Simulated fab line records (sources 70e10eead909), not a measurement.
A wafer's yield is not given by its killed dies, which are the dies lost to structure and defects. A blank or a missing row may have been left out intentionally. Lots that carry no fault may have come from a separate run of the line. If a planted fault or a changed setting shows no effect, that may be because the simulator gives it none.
Chamber matching / flow nand_harc / NHARC_A_CHANNEL_FILL_D1_ALD_02 on ald_hk-04 has 4 sister chambers
The step deposits SiO2, target thk 6 nm, pulse time 10 s, ald cycles 60. 8 wafers are shown with their chamber, then 8 later ones without.

## WAFERS WITH THEIR CHAMBER
wafer=L077.4; chamber=2; heater_power_w (W)=471; precursor_pulse_height_rel=0.993
wafer=L083.5; chamber=0; heater_power_w (W)=463; precursor_pulse_height_rel=1.016
wafer=L085.4; chamber=0; heater_power_w (W)=463; precursor_pulse_height_rel=1.010
wafer=L085.5; chamber=1; heater_power_w (W)=435; precursor_pulse_height_rel=0.992
wafer=L090.1; chamber=3; heater_power_w (W)=414; precursor_pulse_height_rel=1.010
wafer=L090.2; chamber=2; heater_power_w (W)=469; precursor_pulse_height_rel=1.002
wafer=L090.5; chamber=1; heater_power_w (W)=432; precursor_pulse_height_rel=0.998
wafer=L091.2; chamber=3; heater_power_w (W)=417; precursor_pulse_height_rel=1.002

## WAFERS WHOSE CHAMBER IS MISSING
wafer=L091.4; heater_power_w (W)=463; precursor_pulse_height_rel=1.017
wafer=L091.5; heater_power_w (W)=448; precursor_pulse_height_rel=0.997
wafer=L095.1; heater_power_w (W)=479; precursor_pulse_height_rel=0.988
wafer=L095.3; heater_power_w (W)=421; precursor_pulse_height_rel=1.003
wafer=L095.4; heater_power_w (W)=463; precursor_pulse_height_rel=0.979
wafer=L097.1; heater_power_w (W)=473; precursor_pulse_height_rel=1.000
wafer=L097.3; heater_power_w (W)=436; precursor_pulse_height_rel=0.991
wafer=L097.4; heater_power_w (W)=425; precursor_pulse_height_rel=0.994

## THE CHAMBER EACH PASSED THROUGH
wafer=L091.4; from the rows above=0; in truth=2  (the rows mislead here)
wafer=L091.5; from the rows above=can't be placed: 1 or 0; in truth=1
wafer=L095.1; from the rows above=2; in truth=2
wafer=L095.3; from the rows above=3; in truth=3
wafer=L095.4; from the rows above=can't be placed: 2 or 0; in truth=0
wafer=L097.1; from the rows above=2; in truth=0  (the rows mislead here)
wafer=L097.3; from the rows above=1; in truth=1
wafer=L097.4; from the rows above=can't be placed: 1 or 3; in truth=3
Correct placement for 3 of the 8. Cannot be placed on the basis of these rows: 3; the candidates contain the true chamber in 3. Wrongly placed: 2.
How it was worked out, from the rows above alone: a wafer's distance from a chamber is the root of the sum, over the readings, of the square of ((its reading less the chamber's mean) divided by the reading's scatter). The wafer belongs to the nearest chamber; if the next one is less than 2 further off, it can't be placed. Each chamber's mean is taken over the wafers shown for it. The scatter: take each reading less its chamber's mean, square it, sum over the shown wafers, divide by the number of wafers less the number of chambers, and take the root.
